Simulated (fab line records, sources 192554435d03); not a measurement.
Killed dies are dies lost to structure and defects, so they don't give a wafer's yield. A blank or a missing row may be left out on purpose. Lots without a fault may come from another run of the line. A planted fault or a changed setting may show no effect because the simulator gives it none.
fab line records | flow n5_finfet
record lots=5 wafers=15 last_day=17
route steps=1938 shown FIN_SAQP@131 BEOL_M4@1111 PASSIVATION@1936
lots that met no fault: from a run of the same line without faults
start_h: hours from the record's first day to the start of the lot's first wafer shown | wait_h: hours since the lot's step before | " the same as in the row above | L1.1+2: a row that stands for several wafers | - no value, or no start given | * or withheld: withheld | < > ~ a bound
route shown NAME@n: a module of which the file shows steps, and the number in the route of the first | usual: mean/standard deviation of fault-free wafers | same: alike in all rows | chamber/n: place in a boat | sites: the reading at each site | _std_site: their standard deviation | _edge_site: outer sites' mean less inner sites' | radius_mm: how far each site lies from the wafer's centre | mask NAME#n: copy n | behind: the tool/chamber that last shaped the wafer | hold: why the lot was held/for how many hours/how that ended | device: the transistor (n, p or np) that didn't switch | end of line: the same wafers' tests at the end of the route | a step without rows: its recipe alone | killed: dies lost to structure and defects at the first sort, not the wafer's yield | map: a wafer's dies, x killed, . not, _ none there
set.NAME: the setting as run; set.NAME@STEP: as run at that earlier step | model.NAME: the simulator's own value behind a step, which no gauge read
lots at some steps of the route; a table a step, a row a wafer
services: from which hour (start_h, from the record's first day; less than 0 if before it) a tool's chamber was out of use, for how many hours, and why
## steps
# step N5_FIN_SAQP_MANDREL_ETCH_58
# recipe chemistry=HBr/Cl2 target=a-Si target_depth_a=450 bt_time_s=10 stop_on=SiNx mask_material=SiO2 over_etch_frac=0.8 time_s=27 pressure_mtorr=10 icp_w=800 bias_w=75 HBr_flow_sccm=150 Cl2_flow_sccm=80 ends=end_point
# step N5_FIN_SAQP_RECESS_63
# recipe chemistry=HF/NH3 target=SiO2 target_depth_a=180 afs_cycles=3 temp_c=30 sublimation_temp_c=180 sublimation_time_s=60
# step N5_FIN_SAQP_COAT_68
# recipe resist=SOC temp_c=250 time_s=60 spin_rpm=1500 resist_thk_nm=100
# step N5_FIN_SAQP_ETCH_69
# recipe chemistry=N2/H2 target=SOC target_depth_a=1500 stop_on=SiNx ion_energy_ev=100 bias_w=61 pressure_mtorr=30 source_w=850 n2_flow_sccm=200 h2_flow_sccm=200
# step N5_FIN_SAQP_ETCH_67
# recipe chemistry=CH3F/O2 target=SiNx target_depth_a=300 mask_material=SOC pressure_mtorr=30 source_w=395 bias_w=73 Ar_flow_sccm=150 CH3F_flow_sccm=30 O2_flow_sccm=20 ion_energy_ev=120
# step N5_FIN_SAQP_STRIP_70
# recipe chemistry=N2/H2 power_w=500 temp_c=40 pressure_mtorr=50 rf_frequency_hz=6e+07 overash_fraction=0.3 bias_power_w=28 h2_frac=0.5 n2_flow_sccm=300 h2_flow_sccm=300
# step N5_FIN_SAQP_RECESS_71
# recipe chemistry=HF/NH3 target=SiO2 target_depth_a=30 afs_cycles=1 temp_c=30 sublimation_temp_c=180 sublimation_time_s=60
# step N5_FIN_SAQP_SPACER2_ALD_28
# recipe material=SiO2 target_thk_a=81 temp_c=300 ald_precursor_family=BDEAS ald_co_reactant=O2-plasma pulse_time_s=1 purge_time_s=2 co_reactant_purge_time_s=2 pressure_torr=2
# step N5_FIN_SAQP_SPACER2_ETCHBACK_29
# recipe chemistry=CHF3/O2 mode=anisotropic_etchback target=SiO2 target_depth_a=122 time_s=6.1 pressure_mtorr=30 source_w=650 bias_w=170 Ar_flow_sccm=200 CHF3_flow_sccm=50 O2_flow_sccm=5 ion_energy_ev=200
# step N5_FIN_SAQP_MANDREL2_REMOVE_60
# recipe chemistry=HBr/Cl2/O2 bt_time_s=10 target=a-Si stop_on=SiNx endpoint=OES-SiCl over_etch_frac=1 icp_w=600 bias_w=22 HBr_flow_sccm=150 Cl2_flow_sccm=80 O2_flow_sccm=5 pressure_mtorr=10
# step N5_FIN_SAQP_HM_OPEN_33
# recipe chemistry=CH3F/O2 target=SiNx mask_material=SiO2 target_depth_a=494 time_s=70.6 pressure_mtorr=30 source_w=395 bias_w=73 Ar_flow_sccm=150 CH3F_flow_sccm=30 O2_flow_sccm=20 ion_energy_ev=120 ends=cleared
# step N5_FIN_SAQP_ETCH_34
# recipe chemistry=C4F6/O2 target=SiO2 target_depth_a=450 time_s=15 ion_energy_ev=250 pressure_mtorr=30 source_w=345 bias_w=185 Ar_flow_sccm=300 C4F6_flow_sccm=10 O2_flow_sccm=10 ends=cleared
# usual C4F6_flow_sccm=10.00/0.034 O2_flow_sccm=9.997/0.029 drypump_motor_current_A=5.8/0.35 etch_rf_on_time_s=14.97/0.25 oes_o_777_au=0.81/0.11 oes_product_au=0.69/0.096 rf_fwd_power_W=336.3/1 rf_vpp_V=675/10 showerhead_plenum_p_Torr=2.90/0.076 throttle_valve_pct=21.11/0.26
# columns lot.wafer tool chamber start_h wait_h C4F6_flow_sccm O2_flow_sccm drypump_motor_current_A etch_rf_on_time_s oes_o_777_au oes_product_au rf_fwd_power_W rf_hours_counter_h rf_vpp_V showerhead_plenum_p_Torr throttle_valve_pct model.SiNx_of_FIN_SAQP_HM_DEP_03.thk_nm
L944.1 rie_diel-06 1 68.87 0.0 - - - - - - - - - - - 37.2
L944.5 " 0 " " - - - - - - - - - - - 37.2
L944.6 " 1 " " - - - - - - - - - - - 38
L945.1 rie_diel-02 3 73.58 0.0 - - - - - - - - - - - 38
L945.2 " 2 " " - - - - - - - - - - - 36.6
L945.5 " 3 " " - - - - - - - - - - - 37.4
L946.2 rie_diel-02 1 80.03 0.0 - - - - - - - - - - - 37.6
L946.3 " 0 " " - - - - - - - - - - - 37.4
L946.6 " 0 " " - - - - - - - - - - - 38.2
L947.1 rie_diel-02 0 89.41 0.0 10.00 9.978 6.0 14.88 0.92 0.79 335.3 21 673 2.90 20.79 34.6
L947.4 " 3 " " 9.96 10.005 5.5 15.14 0.72 0.60 337.1 248 660 2.93 20.97 34
L947.5 " 2 " " 10.03 10.013 6.2 14.75 0.92 0.81 336.2 - 699 2.89 20.55 34.8
L957.1 rie_diel-01 1 145.89 0.0 10.01 9.964 6.1 15.05 0.69 0.60 337.2 240 684 2.80 21.20 34.6
L957.5 " 3 " " 10.04 10.010 5.3 14.68 0.91 0.78 336.0 - 667 3.03 21.20 36
L957.6 " 2 " " 9.96 10.041 5.9 15.05 0.72 0.61 337.4 - 678 2.93 21.20 34.4
# step N5_FIN_SAQP_STRIP_77
# recipe chemistry=N2/H2 time_s=90 power_w=100 temp_c=40 pressure_mtorr=100 rf_frequency_hz=6e+07 bias_power_w=3 n2_flow_sccm=300 h2_flow_sccm=300
# step N5_FIN_SAQP_HM_CD_35
# recipe target_cd_nm=8 polarity=line
# usual cd_nm=8.17/0.24
# columns lot.wafer tool chamber start_h wait_h cd_nm
L944.1 cd_sem-03 - 69.02 0.1 -
L944.5 " - " " -
L944.6 " - " " -
L945.1 cd_sem-01 - 73.73 0.1 -
L945.2 " - " " -
L945.5 " - " " -
L946.2 cd_sem-02 - 80.18 0.1 -
L946.3 " - " " -
L946.6 " - " " -
L947.1 cd_sem-02 - 89.55 0.1 8.23
L947.4 " - " " 8.42
L947.5 " - " " 8.42
L957.1 cd_sem-03 - 146.05 0.1 8.61
L957.5 " - " " 8.00
L957.6 " - " " 8.19
# step N5_FIN_SAQP_ETCH_64
# recipe chemistry=CF4 target=SiO2 target_depth_a=15 ion_energy_ev=350 pressure_mtorr=10 icp_w=800 bias_w=400 cf4_flow_sccm=80
# step N5_FIN_SAQP_FIN_ETCH_36
# recipe chemistry=HBr/Cl2/O2 target_depth_a=1200 mask_material=SiNx time_s=50.4 bias_w=102 pressure_mtorr=10 icp_w=800 HBr_flow_sccm=150 Cl2_flow_sccm=80 O2_flow_sccm=12
# step N5_FIN_SAQP_CD_MEAS_37
# recipe target_cd_nm=8 polarity=line
# usual cd_nm=8.12/0.26
# columns lot.wafer tool chamber start_h wait_h cd_nm
L944.1 cd_sem-03 - 69.21 0.1 -
L944.5 " - " " -
L944.6 " - " " -
L945.1 cd_sem-03 - 73.92 0.1 -
L945.2 " - " " -
L945.5 " - " " -
L946.2 cd_sem-01 - 80.37 0.1 -
L946.3 " - " " -
L946.6 " - " " -
L947.1 cd_sem-02 - 89.74 0.1 7.74
L947.4 " - " " 8.24
L947.5 " - " " 8.62
L957.1 cd_sem-02 - 146.24 0.1 7.97
L957.5 " - " " 7.67
L957.6 " - " " 8.49
# step N5_FIN_SAQP_PRECLEAN_38
# recipe chemistry=O3/DIW time_s=45 temp_c=22 o3_ppm=10
# step N5_FIN_SAQP_PRECLEAN_45
# recipe chemistry=dHF time_s=10 dilution=500:1 temp_c=25
# columns lot.wafer tool chamber start_h wait_h model.SiNx_of_FIN_SAQP_HM_DEP_03.thk_nm
L944.1+5+6 wet_bench-03 5,6,4 69.27 0.0 24
L945.1 wet_bench-03 0 73.98 0.0 24.4
L945.2 " 6 " " 23
L945.5 " 4 " " 24
L946.2 wet_bench-01 4 80.42 0.0 23.8
L946.3 " 5 " " 24.2
L946.6 " 7 " " 25
L947.1 wet_bench-01 4 89.80 0.0 21
L947.4 " 0 " " 20.6
L947.5 " 7 " " 21.2
L957.1+6 wet_bench-03 0,2 146.29 0.0 20.6
L957.5 " 1 " " 22.8
# step N5_FIN_SAQP_SRD_39
# recipe dry=ipa_marangoni time_s=30 temp_c=23 rinse_liquid=diw
# step N5_FIN_SAQP_OCD_MEAS_76
# usual trench_depth_nm=120.2/1.5
# columns lot.wafer tool chamber start_h wait_h trench_depth_nm
L944.1 ocd-01 - 69.31 0.0 0
L944.5 " - " " 0.6
L944.6 " - " " 0
L945.1 ocd-02 - 74.02 0.0 0
L945.2 " - " " 0.4
L945.5 " - " " 0
L946.2 ocd-02 - 80.47 0.0 0.1
L946.3 " - " " 0
L946.6 " - " " 0
L947.1 ocd-01 - 89.84 0.0 120.0
L947.4 " - " " 119.0
L947.5 " - " " 122.0
L957.1 ocd-02 - 146.34 0.0 123.8
L957.5 " - " " 119.5
L957.6 " - " " 120.5
# step N5_BEOL_M4_RC_MEAS_101
# usual DIBL_N=36.9/1.7 DIBL_P=37.3/2.3 IOFF_N=0.16/0.033 IOFF_P=0.22/0.04 ION_N=673/12 ION_P=463/8 SS_N=71.6/0.58 SS_P=73.4/0.74 VT_N=250/3.2 VT_P=-250/3.4
# columns lot.wafer tool chamber start_h wait_h DIBL_N[mV/V] DIBL_P[mV/V] IOFF_N[nA/um] IOFF_P[nA/um] ION_N[uA/um] ION_P[uA/um] SS_N[mV/dec] SS_P[mV/dec] VT_N[mV] VT_P[mV]
L947.1 prober-02 0 225.44 0.0 38.9 38.5 0.18 0.27 675 470 72.4 74.2 253 -245
L947.4 " 0 " " 36.1 36.2 0.14 0.23 663 466 71.3 72.8 251 -250
L947.5 " 0 " " 39.2 41.3 0.21 0.34 680 475 72.0 73.9 247 -241
L957.1 prober-02 0 304.51 0.0 34.9 34.4 0.13 0.18 676 463 70.8 73.1 253 -254
L957.5 " 0 " " 33.5 33.3 0.11 0.17 658 448 70.9 72.9 257 -256
L957.6 " 0 " " 35.0 35.6 0.16 0.20 693 471 70.9 73.1 248 -255
# step N5_PASSIVATION_PROBE_49
# usual defect_limited_yield=91.2/1.3 killed_at_M0_to_M3=34/10 killed_at_M4_up=13/4.6 killed_at_contacts=13/5.5 killed_at_front_end=41/12 killed_at_other=2.8/2.4 killed_dies=104/16 killed_on_rim=14/4.2 killed_open=67/12 killed_short=33/7.2 sort_bin_4_leakage=0.00/0.012 sort_bin_5_function=5.1/0.86 sort_bin_6_memory=3.3/0.62 sort_n_pass=1076/16 sort_yield_pct=91.2/1.3
# same gross_dies=1180 killed_at_back_side=0 sort_bin_8_speed[%]=0
# columns lot.wafer tool chamber start_h wait_h defect_limited_yield[%] killed_at_M0_to_M3 killed_at_M4_up killed_at_contacts killed_at_front_end killed_at_other killed_dies killed_on_rim killed_open killed_short sort_bin_4_leakage[%] sort_bin_5_function[%] sort_bin_6_memory[%] sort_n_pass sort_yield_pct[%]
L944.1 prober-01 - 322.48 0.0 0 44 8 8 1118 2 1180 152 60 39 0 96.4 3.2 0 0
L944.5 prober-01 - 322.68 0.2 0 33 9 17 1116 5 1180 152 77 26 0 95.6 3.9 0 0
L944.6 prober-01 - 322.73 0.3 0 37 15 6 1117 5 1180 152 63 33 0 96.9 2.7 0 0
L945.1 prober-01 - 326.09 0.0 0 36 15 4 1119 6 1180 152 64 21 0 96.9 2.9 0 0
L945.2 prober-01 - 326.14 0.1 0 36 14 17 1111 2 1180 152 67 33 0 96.1 3.8 0 0
L945.5 prober-01 - 326.29 0.2 0 27 6 16 1128 3 1180 152 62 28 0 96.7 3.1 0 0
L946.2 prober-02 - 338.66 0.1 0 27 17 4 1129 3 1180 152 67 31 0 96.3 3.3 0 0
L946.3 prober-02 - 338.71 0.1 0 41 10 15 1112 2 1180 152 76 29 0 96.0 3.6 0 0
L946.6 prober-02 - 338.86 0.3 0 46 14 14 1104 2 1180 152 75 43 0 95.1 4.7 0 0
L957.1 prober-01 - 407.30 0.0 93.1 23 14 7 33 5 82 16 51 24 0 4.3 2.5 1098 93.1
L957.5 prober-01 - 407.50 0.2 92.1 20 12 18 42 1 93 10 65 24 0 4.9 2.6 1087 92.1
L957.6 prober-01 - 407.55 0.3 91.9 21 9 18 47 1 96 8 65 29 0 4.7 3.3 1084 91.9
# killed by level:class
L944.1 FIN_SAQP:area_etch=1079 FIN_SAQP:geometric_particle:open=13 FIN_SAQP:geometric_particle:short=12 BEOL_M0_SAQP:geometric_particle:open=10 BEOL_M0_SAQP:geometric_particle:short=9 BEOL_M1:geometric_particle:open=8 BEOL_M3:geometric_particle:open=8 MOL_CONTACT_COAG:geometric_particle:open=6
L944.5 FIN_SAQP:area_etch=1076 BEOL_M3:geometric_particle:open=15 FIN_SAQP:geometric_particle:open=12 MOL_CONTACT_COAG:geometric_particle:open=12 FIN_SAQP:geometric_particle:short=8 DUMMY_GATE:geometric_particle:open=8 BEOL_M2:geometric_particle:open=6 MOL_CONTACT_COAG:geometric_particle:short=5
L944.6 FIN_SAQP:area_etch=1082 BEOL_M0_SAQP:geometric_particle:open=8 BEOL_M0_SAQP:geometric_particle:short=8 FIN_SAQP:geometric_particle:open=7 DUMMY_GATE:geometric_particle:open=6 BEOL_M3:geometric_particle:open=6 BEOL_M5:geometric_particle:open=6 MOL_CONTACT_COAG:geometric_particle:open=5
L945.1 FIN_SAQP:area_etch=1091 BEOL_M3:geometric_particle:open=13 STI_FIN_REVEAL:geometric_particle:open=9 BEOL_M0_SAQP:geometric_particle:open=7 BEOL_M0_SAQP:geometric_particle:short=7 BEOL_M1:geometric_particle:open=5 BEOL_M4:geometric_particle:open=5 FIN_SAQP:geometric_particle:open=4
L945.2 FIN_SAQP:area_etch=1077 MOL_CONTACT_COAG:geometric_particle:open=15 BEOL_M2:geometric_particle:open=9 BEOL_M0_SAQP:geometric_particle:short=8 FIN_SAQP:geometric_particle:short=6 GATE_CUT:geometric_particle:short=6 BEOL_M0_SAQP:geometric_particle:open=6 FIN_SAQP:geometric_particle:open=5
L945.5 FIN_SAQP:area_etch=1088 MOL_CONTACT_COAG:geometric_particle:open=15 STI_FIN_REVEAL:geometric_particle:open=14 BEOL_M0_SAQP:geometric_particle:open=8 FIN_SAQP:geometric_particle:short=6 BEOL_M3:geometric_particle:open=6 GATE_CUT:geometric_particle:short=5 BEOL_M0_SAQP:geometric_particle:short=4
L946.2 FIN_SAQP:area_etch=1082 FIN_SAQP:geometric_particle:open=8 FIN_SAQP:geometric_particle:short=8 BEOL_M0_SAQP:geometric_particle:open=8 BEOL_M1:geometric_particle:open=8 STI_FIN_REVEAL:geometric_particle:open=6 BEOL_M0_SAQP:geometric_particle:short=6 BEOL_M5:geometric_particle:open=4
L946.3 FIN_SAQP:area_etch=1075 MOL_CONTACT_COAG:geometric_particle:open=12 BEOL_M0_SAQP:geometric_particle:short=9 BEOL_M3:geometric_particle:open=8 BEOL_M0_SAQP:geometric_particle:open=8 DUMMY_GATE:geometric_particle:open=7 BEOL_M1:geometric_particle:open=6 BEOL_M2:geometric_particle:open=6
L946.6 FIN_SAQP:area_etch=1062 BEOL_M0_SAQP:geometric_particle:open=15 BEOL_M0_SAQP:geometric_particle:short=13 FIN_SAQP:geometric_particle:open=10 MOL_CONTACT_COAG:geometric_particle:open=9 DUMMY_GATE:geometric_particle:open=7 BEOL_M1:geometric_particle:open=7 FIN_SAQP:geometric_particle:short=5
L957.1 FIN_SAQP:geometric_particle:open=7 STI_FIN_REVEAL:geometric_particle:open=7 BEOL_M0_SAQP:geometric_particle:open=6 FIN_SAQP:geometric_particle:short=5 MOL_CONTACT_COAG:geometric_particle:open=5 BEOL_M1:geometric_particle:open=5 BEOL_M4:geometric_particle:open=3 STARTING-WAFER:geometric_particle:open=3
L957.5 STI_FIN_REVEAL:geometric_particle:open=18 MOL_CONTACT_COAG:geometric_particle:open=16 FIN_SAQP:geometric_particle:short=8 BEOL_M4:geometric_particle:open=6 BEOL_M1:geometric_particle:open=5 DUMMY_GATE:geometric_particle:open=4 BEOL_M0:geometric_particle:open=4 DUMMY_GATE:geometric_particle:short=2
L957.6 STI_FIN_REVEAL:geometric_particle:open=19 MOL_CONTACT_COAG:geometric_particle:open=13 STI_FIN_REVEAL:geometric_particle:short=7 DUMMY_GATE:geometric_particle:open=7 MOL_CONTACT_COAG:geometric_particle:short=5 FIN_SAQP:geometric_particle:short=4 BEOL_M1:geometric_particle:open=4 BEOL_M2:geometric_particle:open=4
# map L944.1 (x killed, . not)
_________________xxxxxxxxxxxx________________
______________xxxxxxxxxxxxxxxxxx_____________
___________xxxxxxxxxxxxxxxxxxxxxxxx__________
__________xxxxxxxxxxxxxxxxxxxxxxxxxx_________
________xxxxxxxxxxxxxxxxxxxxxxxxxxxxxx_______
_______xxxxxxxxxxxxxxxxxxxxxxxxxxxxxxxx______
______xxxxxxxxxxxxxxxxxxxxxxxxxxxxxxxxxx_____
_____xxxxxxxxxxxxxxxxxxxxxxxxxxxxxxxxxxxx____
____xxxxxxxxxxxxxxxxxxxxxxxxxxxxxxxxxxxxxx___
___xxxxxxxxxxxxxxxxxxxxxxxxxxxxxxxxxxxxxxxx__
___xxxxxxxxxxxxxxxxxxxxxxxxxxxxxxxxxxxxxxxx__
__xxxxxxxxxxxxxxxxxxxxxxxxxxxxxxxxxxxxxxxxxx_
__xxxxxxxxxxxxxxxxxxxxxxxxxxxxxxxxxxxxxxxxxx_
_xxxxxxxxxxxxxxxxxxxxxxxxxxxxxxxxxxxxxxxxxxxx
_xxxxxxxxxxxxxxxxxxxxxxxxxxxxxxxxxxxxxxxxxxxx
_xxxxxxxxxxxxxxxxxxxxxxxxxxxxxxxxxxxxxxxxxxxx
_xxxxxxxxxxxxxxxxxxxxxxxxxxxxxxxxxxxxxxxxxxxx
_xxxxxxxxxxxxxxxxxxxxxxxxxxxxxxxxxxxxxxxxxxxx
_xxxxxxxxxxxxxxxxxxxxxxxxxxxxxxxxxxxxxxxxxxxx
_xxxxxxxxxxxxxxxxxxxxxxxxxxxxxxxxxxxxxxxxxxxx
_xxxxxxxxxxxxxxxxxxxxxxxxxxxxxxxxxxxxxxxxxxxx
__xxxxxxxxxxxxxxxxxxxxxxxxxxxxxxxxxxxxxxxxxx_
__xxxxxxxxxxxxxxxxxxxxxxxxxxxxxxxxxxxxxxxxxx_
___xxxxxxxxxxxxxxxxxxxxxxxxxxxxxxxxxxxxxxxx__
___xxxxxxxxxxxxxxxxxxxxxxxxxxxxxxxxxxxxxxxx__
____xxxxxxxxxxxxxxxxxxxxxxxxxxxxxxxxxxxxxx___
_____xxxxxxxxxxxxxxxxxxxxxxxxxxxxxxxxxxxx____
______xxxxxxxxxxxxxxxxxxxxxxxxxxxxxxxxxx_____
_______xxxxxxxxxxxxxxxxxxxxxxxxxxxxxxxx______
________xxxxxxxxxxxxxxxxxxxxxxxxxxxxxx_______
__________xxxxxxxxxxxxxxxxxxxxxxxxxx_________
___________xxxxxxxxxxxxxxxxxxxxxxxx__________
______________xxxxxxxxxxxxxxxxxx_____________
_________________xxxxxxxxxxxx________________
# map L945.1 (x killed, . not)
_________________xxxxxxxxxxxx________________
______________xxxxxxxxxxxxxxxxxx_____________
___________xxxxxxxxxxxxxxxxxxxxxxxx__________
__________xxxxxxxxxxxxxxxxxxxxxxxxxx_________
________xxxxxxxxxxxxxxxxxxxxxxxxxxxxxx_______
_______xxxxxxxxxxxxxxxxxxxxxxxxxxxxxxxx______
______xxxxxxxxxxxxxxxxxxxxxxxxxxxxxxxxxx_____
_____xxxxxxxxxxxxxxxxxxxxxxxxxxxxxxxxxxxx____
____xxxxxxxxxxxxxxxxxxxxxxxxxxxxxxxxxxxxxx___
___xxxxxxxxxxxxxxxxxxxxxxxxxxxxxxxxxxxxxxxx__
___xxxxxxxxxxxxxxxxxxxxxxxxxxxxxxxxxxxxxxxx__
__xxxxxxxxxxxxxxxxxxxxxxxxxxxxxxxxxxxxxxxxxx_
__xxxxxxxxxxxxxxxxxxxxxxxxxxxxxxxxxxxxxxxxxx_
_xxxxxxxxxxxxxxxxxxxxxxxxxxxxxxxxxxxxxxxxxxxx
_xxxxxxxxxxxxxxxxxxxxxxxxxxxxxxxxxxxxxxxxxxxx
_xxxxxxxxxxxxxxxxxxxxxxxxxxxxxxxxxxxxxxxxxxxx
_xxxxxxxxxxxxxxxxxxxxxxxxxxxxxxxxxxxxxxxxxxxx
_xxxxxxxxxxxxxxxxxxxxxxxxxxxxxxxxxxxxxxxxxxxx
_xxxxxxxxxxxxxxxxxxxxxxxxxxxxxxxxxxxxxxxxxxxx
_xxxxxxxxxxxxxxxxxxxxxxxxxxxxxxxxxxxxxxxxxxxx
_xxxxxxxxxxxxxxxxxxxxxxxxxxxxxxxxxxxxxxxxxxxx
__xxxxxxxxxxxxxxxxxxxxxxxxxxxxxxxxxxxxxxxxxx_
__xxxxxxxxxxxxxxxxxxxxxxxxxxxxxxxxxxxxxxxxxx_
___xxxxxxxxxxxxxxxxxxxxxxxxxxxxxxxxxxxxxxxx__
___xxxxxxxxxxxxxxxxxxxxxxxxxxxxxxxxxxxxxxxx__
____xxxxxxxxxxxxxxxxxxxxxxxxxxxxxxxxxxxxxx___
_____xxxxxxxxxxxxxxxxxxxxxxxxxxxxxxxxxxxx____
______xxxxxxxxxxxxxxxxxxxxxxxxxxxxxxxxxx_____
_______xxxxxxxxxxxxxxxxxxxxxxxxxxxxxxxx______
________xxxxxxxxxxxxxxxxxxxxxxxxxxxxxx_______
__________xxxxxxxxxxxxxxxxxxxxxxxxxx_________
___________xxxxxxxxxxxxxxxxxxxxxxxx__________
______________xxxxxxxxxxxxxxxxxx_____________
_________________xxxxxxxxxxxx________________
## services
# columns tool chamber start_h hours kind
rie_diel-06 2 67.29 - clean
rie_diel-06 2 67.29 - consumable_replace:focus_ring
rie_diel-06 2 67.29 14.4 scheduled_down
rie_diel-06 2 67.29 14.4 vent_cycle
rie_diel-01 3 85.99 - clean
rie_diel-01 3 85.99 - consumable_replace:focus_ring
rie_diel-01 3 85.99 - consumable_replace:showerhead
rie_diel-01 3 85.99 19.1 scheduled_down
rie_diel-01 3 85.99 19.1 vent_cycle
rie_diel-01 - 86.10 14.6 pm
rie_diel-06 0 89.21 9.2 repair
rie_diel-02 3 93.61 - clean
rie_diel-02 3 93.61 - consumable_replace:focus_ring
rie_diel-02 3 93.61 30.6 scheduled_down
rie_diel-02 3 93.61 30.6 vent_cycle
wet_bench-01 - 94.55 5.9 repair
rie_diel-06 0 98.67 - clean
rie_diel-06 0 98.67 - consumable_replace:focus_ring
rie_diel-06 0 98.67 14.5 scheduled_down
rie_diel-06 0 98.67 14.5 vent_cycle
rie_diel-06 1 113.60 - clean
rie_diel-06 1 113.60 - consumable_replace:focus_ring
rie_diel-06 1 113.60 19.9 scheduled_down
rie_diel-06 1 113.60 19.9 vent_cycle
## key
first_sign step=N5_FIN_SAQP_ETCH_34 reading=tool_record direction=missing
effect step=N5_FIN_SAQP_HM_CD_35 reading=cd_nm direction=missing
effect step=N5_FIN_SAQP_CD_MEAS_37 reading=cd_nm direction=missing
effect step=N5_FIN_SAQP_OCD_MEAS_76 reading=trench_depth_nm direction=down sigmas=80 usual=120.2 struck=0.1
effect step=N5_PASSIVATION_PROBE_49 reading=sort_bin_5_function direction=up sigmas=99+ usual=5.1 struck=96.2
model_effect step=N5_FIN_SAQP_ETCH_34 value=SiNx_of_FIN_SAQP_HM_DEP_03.thk_nm without=34.6 struck=37.51
model_effect step=N5_FIN_SAQP_PRECLEAN_45 value=SiNx_of_FIN_SAQP_HM_DEP_03.thk_nm without=21.13 struck=24.04
more_kills_born_at N5_FIN_SAQP_ETCH_34@rie_diel-02=6475 N5_FIN_SAQP_ETCH_34@rie_diel-06=3237
met_at N5_FIN_SAQP_ETCH_34
struck_wafers L944.1,L944.5,L944.6,L945.1,L945.2,L945.5,L946.2,L946.3,L946.6
later_rows_left_out L944.1,L944.5,L944.6,L945.1,L945.2,L945.5,L946.2,L946.3,L946.6
fault kind=skipped_step_whole tool=rie_diel-02,rie_diel-06 chamber=- onset_h=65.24 steps=N5_FIN_SAQP_ETCH_34 scope=struck_lots_only
# later_rows_left_out: the simulator's readings of these wafers behind a module that went badly wrong aren't trusted and aren't shown, but for the sort
